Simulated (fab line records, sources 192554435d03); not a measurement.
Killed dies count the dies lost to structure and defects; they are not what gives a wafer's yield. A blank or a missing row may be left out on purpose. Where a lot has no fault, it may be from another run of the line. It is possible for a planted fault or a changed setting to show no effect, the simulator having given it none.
Lot-split experiment    flow n5_finfet    route with 1938 steps; 7 lots, 21 wafers read

== ON THE SPLIT ==
At N5_BEOL_M11_EXPOSE_08 (exposes mask M11), the setting dose_mj was moved away from the recipe's 53.75 on 7 of the 21 wafers read, by -4.3% to +5.7%. For the rest of the wafers, this setting stayed at what the recipe calls for.

== FROM THE SPLIT TO THE READING: what the file shows between them, 16 steps ==
- N5_BEOL_M11_PEB_09: peb time 60 s
- N5_BEOL_M11_DEVELOP_10: develop time 30 s
- N5_BEOL_M11_CD_MEAS_11: target cd 64.1 nm
- N5_BEOL_M11_DESCUM_16: chemistry O2, time 7.9 s
- N5_BEOL_M11_ETCH_61: etches SiARC in CF4, target depth 39 nm, time 65 s
- N5_BEOL_M11_ETCH_62: etches SOC in N2/H2, target depth 110 nm, overetch 22 nm, time 165 s
- N5_BEOL_M11_STRIP_68: strips in N2/H2
- N5_BEOL_M11_STRIP_67: strips in CF4
- N5_BEOL_M11_HM_OPEN_17: chemistry Cl2/BCl3, target TiN, target depth 20 nm, overetch 6 nm
- N5_BEOL_M11_STRIP_19: strips in O2
- N5_BEOL_M11_CD_MEAS_18: pitch 140 nm, target cd 70 nm
- N5_BEOL_M11_TRENCH_ETCH_37: etches SiCOH lowk in C4F6/O2, target depth 148.83 nm, time 48 s (also split here: bias_w)
- N5_BEOL_M11_ETCH_41: etches SiCN in CH3F/O2, target depth 42.6 nm, time 86 s
- N5_BEOL_M11_STRIP_77: strips in N2/H2, time 10 s
- N5_BEOL_M11_PRECLEAN_42: cleans in residue remover, time 60 s
- N5_BEOL_M11_SRD_43: time 30 s

== THE READING ==
cd_nm at N5_BEOL_M11_CD_MEAS_35, given in nm (cd target 70 nm). On this fab line, fault-free wafers typically give 70.0 nm with a standard deviation of 0.67 nm.

wafer   tool, chamber at the split  dose_mj as run  against the recipe  cd_nm, nm  against lot-mates on the recipe
L074.1  arfi_scanner-03, 0          53.75           recipe              70.3       -
L074.3  arfi_scanner-03, 0          53.75           recipe              71.0       -
L074.5  arfi_scanner-03, 0          53.75           recipe              70.5       -
L080.2  arfi_scanner-02, 0          51.44           -4.3%               67.8       -2.2
L080.5  arfi_scanner-02, 0          51.44           -4.3%               68.7       -1.3
L080.6  arfi_scanner-02, 0          53.75           recipe              70.0       -
L083.1  arfi_scanner-03, 0          53.75           recipe              71.0       -
L083.2  arfi_scanner-03, 0          52.56           -2.2%               69.0       -1.3
L083.5  arfi_scanner-03, 0          53.75           recipe              69.7       -
L086.3  arfi_scanner-02, 0          53.75           recipe              69.2       -
L086.4  arfi_scanner-02, 0          53.75           recipe              69.0       -
L086.6  arfi_scanner-02, 0          53.75           recipe              69.6       -
L091.1  arfi_scanner-02, 0          53.75           recipe              70.6       -
L091.2  arfi_scanner-02, 0          56.82           +5.7%               73.7       +3.1
L091.5  arfi_scanner-02, 0          56.82           +5.7%               73.1       +2.5
L093.3  arfi_scanner-03, 0          55.17           +2.6%               72.0       +2.3
L093.5  arfi_scanner-03, 0          55.17           +2.6%               71.7       +2.0
L093.6  arfi_scanner-03, 0          53.75           recipe              69.7       -
L097.3  arfi_scanner-02, 0          53.75           recipe              69.9       -
L097.4  arfi_scanner-02, 0          53.75           recipe              70.0       -
L097.6  arfi_scanner-02, 0          53.75           recipe              69.8       -

THE FIT
A straight line over all 21 wafers: cd_nm changes by +0.537 nm for each +1% of dose_mj; r = +0.92; the points scatter about the line by 0.57 nm.
The same after taking each lot's own level away (the mean of its wafers on the recipe; 21 wafers): +0.502 nm for each +1%; r = +0.95; scatter 0.43 nm.
Per that fit: largest dose_mj move, reading shift of 2.9 nm.
From 69.27 to 70.60 nm: that is the span of the lots' own levels, equal to 2.0 times the standard deviation above.
The two slopes are in agreement: the lot-to-lot level therefore moves the slope only a little.
Check: +2.91 nm against its lot-mates is what the line predicts for one of the wafers moved furthest among these (+5.7%) when that wafer is left out of the fit. Against them it came out at +3.1 nm.

== OTHER SPLITS ON THESE WAFERS ==
Other splits were also applied to these wafers ahead of the reading. Each is held against what the fit with the lots' levels taken away leaves over:
other split on the same wafers     wafers away from the commonest value  r with cd_nm (lot level and that fit taken away)
N5_BEOL_M11_TRENCH_ETCH_37 bias_w  7                                     -0.33

== THE WHOLE CHAIN: every reading that the file lists as answering this split, in the file's order ==
step                    what it does                                                          reading                                                                 change (the file's fit)                r (the file's)
N5_BEOL_M11_CD_MEAS_11  target cd 64.1 nm                                                     cd_nm                                                                   +0.571 nm for each +1% of the setting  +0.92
N5_BEOL_M11_ETCH_61     etches SiARC in CF4, target depth 39 nm, time 65 s                    BEOL_M11.cd_offset_nm (the simulator's own value, which no gauge read)  +0.539 nm for each +1% of the setting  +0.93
N5_BEOL_M11_ETCH_62     etches SOC in N2/H2, target depth 110 nm, overetch 22 nm, time 165 s  BEOL_M11.cd_offset_nm (the simulator's own value, which no gauge read)  +0.578 nm for each +1% of the setting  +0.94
N5_BEOL_M11_CD_MEAS_18  pitch 140 nm, target cd 70 nm                                         cd_nm                                                                   +0.557 nm for each +1% of the setting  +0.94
N5_BEOL_M11_CD_MEAS_35  target cd 70 nm                                                       cd_nm                                                                   +0.509 nm for each +1% of the setting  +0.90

== FILE'S OWN FIT ==
cd_nm changes by +0.509 nm for each +1% of dose_mj, r = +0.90.
